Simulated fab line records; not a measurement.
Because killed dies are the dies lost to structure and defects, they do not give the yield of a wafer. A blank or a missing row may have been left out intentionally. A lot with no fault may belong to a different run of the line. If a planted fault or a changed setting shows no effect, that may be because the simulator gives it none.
Split-lot experiment    flow n5-finfet    on a route of 1938 steps: 7 lots, 21 wafers read

ON THE SPLIT
At N5_BEOL_M0_ETCH_138 (etches SiCN in CH3F/O2, target depth 12 nm, time 31.6 s), the setting bias-w was moved away from the recipe's 75 W on 8 of the 21 wafers read, by -7.2% to +13.0%. For the rest of the wafers, this setting stayed at what the recipe calls for.

Reading taken at the split's own step.

THE READING
rf-vpp-V, in V, at N5_BEOL_M0_ETCH_138 (etches SiCN in CH3F/O2, target depth 12 nm, time 31.6 s). Fault-free wafers of this fab line usually give 297.3 V, standard deviation 1.5 V.

wafer   tool, chamber at the split  bias-w as run, W  against the recipe  rf-vpp-V, V  against lot-mates on the recipe
L074.3  rie-diel-01, 0              75                recipe              299.1        -
L074.4  rie-diel-01, 2              75                recipe              297.3        -
L074.6  rie-diel-01, 2              75                recipe              296.6        -
L078.3  rie-diel-01, 2              75                recipe              297.5        -
L078.4  rie-diel-01, 1              82.42             +9.9%               316.2        +18.1
L078.5  rie-diel-01, 0              75                recipe              298.8        -
L080.1  rie-diel-01, 1              75                recipe              298.6        -
L080.5  rie-diel-01, 1              75                recipe              295.0        -
L080.6  rie-diel-01, 2              75                recipe              297.5        -
L083.1  rie-diel-02, 0              84.59             +12.8%              320.7        +22.4
L083.4  rie-diel-02, 2              75                recipe              298.3        -
L083.5  rie-diel-02, 1              84.59             +12.8%              319.2        +20.9
L084.3  rie-diel-02, 2              84.72             +13.0%              322.5        +23.9
L084.4  rie-diel-02, 3              75                recipe              298.6        -
L084.5  rie-diel-02, 0              84.72             +13.0%              321.4        +22.8
L093.2  rie-diel-03, 1              71.33             -4.9%               289.5        -7.6
L093.4  rie-diel-03, 0              75                recipe              297.1        -
L093.6  rie-diel-03, 2              71.33             -4.9%               286.6        -10.5
L094.2  rie-diel-03, 1              69.63             -7.2%               284.5        -12.5
L094.5  rie-diel-03, 3              75                recipe              297.0        -
L094.6  rie-diel-03, 0              75                recipe              297.0        -

FIT RESULTS
A straight line over all 21 wafers: rf-vpp-V changes by +1.84 V for each +1% of bias-w; r = +1.00; the points scatter about the line by 1.1 V.
The same after taking each lot's own level away (the mean of its wafers on the recipe; 21 wafers): +1.76 V for each +1%; r = +1.00; scatter 1 V.
According to that fit, moving bias-w by its largest amount changes the reading by 23 V.
Measured against the standard deviation above, the lots' own levels, which go from 297.00 to 298.60 V, span 1.1 times it.
Hence the lot-to-lot level has little effect on the slope; both slopes agree.
Check: with one of the wafers moved furthest among these (+13.0%) left out of the fit, the line predicts +22.6 V for it against its lot-mates. Against them it came out at +23.9 V.
Tool readings at the split's step, against how far the setting was moved: rf-vpp-V r = +1.00.

THESE WAFERS: OTHER SPLITS
Note: prior to the reading, these wafers also went through further splits. Each is held against what the fit with the lots' levels taken away leaves over:
other split on the same wafers           wafers away from the commonest value  r with rf-vpp-V (lot level and that fit taken away)
N5_SDB_COAT_05 spin-rpm                  6                                     +0.07
N5_MOL_CONTACT_COAG_EXPOSE_05 dose-mj    7                                     -0.03
N5_MOL_CONTACT_COAG_ETCH_15 source-w     8                                     +0.50
N5_MOL_CONTACT_COAG_ALD_133 ald-cycles   5                                     +0.06
N5_MOL_CONTACT_COAG_ETCH_124 bias-w      6                                     -0.27
N5_BEOL_M0_SAQP_ETCH_106 target-depth-a  5                                     -0.11

FILE'S OWN FIT
rf-vpp-V changes by +1.77 V for each +1% of bias-w, r = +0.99.
